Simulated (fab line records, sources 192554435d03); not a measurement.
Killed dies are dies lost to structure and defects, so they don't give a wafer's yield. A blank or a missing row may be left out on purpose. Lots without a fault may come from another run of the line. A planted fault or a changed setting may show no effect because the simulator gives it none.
Chamber matching | flow n5_finfet | N5_WELL_APT_DESCUM_30 on rie_diel-02: 4 sister chambers
The step chemistry O2, time 7.9 s. 4 wafers are shown with their chamber, then 10 later ones without.

WAFERS WITH THEIR CHAMBER
wafer  | chamber | showerhead_plenum_p_Torr (Torr)
L079.6 | 0       | 2.02
L085.2 | 2       | 2.21
L087.1 | 1       | 1.98
L087.2 | 3       | 2.13

WAFERS WITHOUT THEIR CHAMBER
wafer  | showerhead_plenum_p_Torr (Torr)
L087.3 | 2.21
L090.1 | 2.01
L090.3 | 1.98
L090.6 | 1.98
L091.1 | 1.98
L091.2 | 2.01
L091.3 | 2.21
L094.3 | 2.20
L094.4 | 2.00
L094.5 | 2.13

WHICH CHAMBER EACH WENT THROUGH
wafer  | from the rows above     | in truth
L087.3 | 2                       | 2
L090.1 | 0                       | 0
L090.3 | 1                       | 1
L090.6 | 1                       | 1
L091.1 | 1                       | 1
L091.2 | 0                       | 0
L091.3 | 2                       | 2
L094.3 | 2                       | 2
L094.4 | can't be placed: 0 or 1 | 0
L094.5 | 3                       | 3
Placed correctly: 9 of 10. Can't be placed from these rows: 1 (the true chamber is among the candidates in 1). Placed wrongly: 0.
How it was worked out, from the rows above alone: a wafer's distance from a chamber is the root of the sum, over the readings, of the square of ((its reading less the chamber's mean) divided by the reading's scatter). The wafer belongs to the nearest chamber; if the next one is less than 2 further off, it can't be placed. A chamber's mean is the mean of its shown wafers. The scatter: with one shown wafer a chamber, the root of the mean of the squares of how far each hidden wafer lies from its nearest shown one.
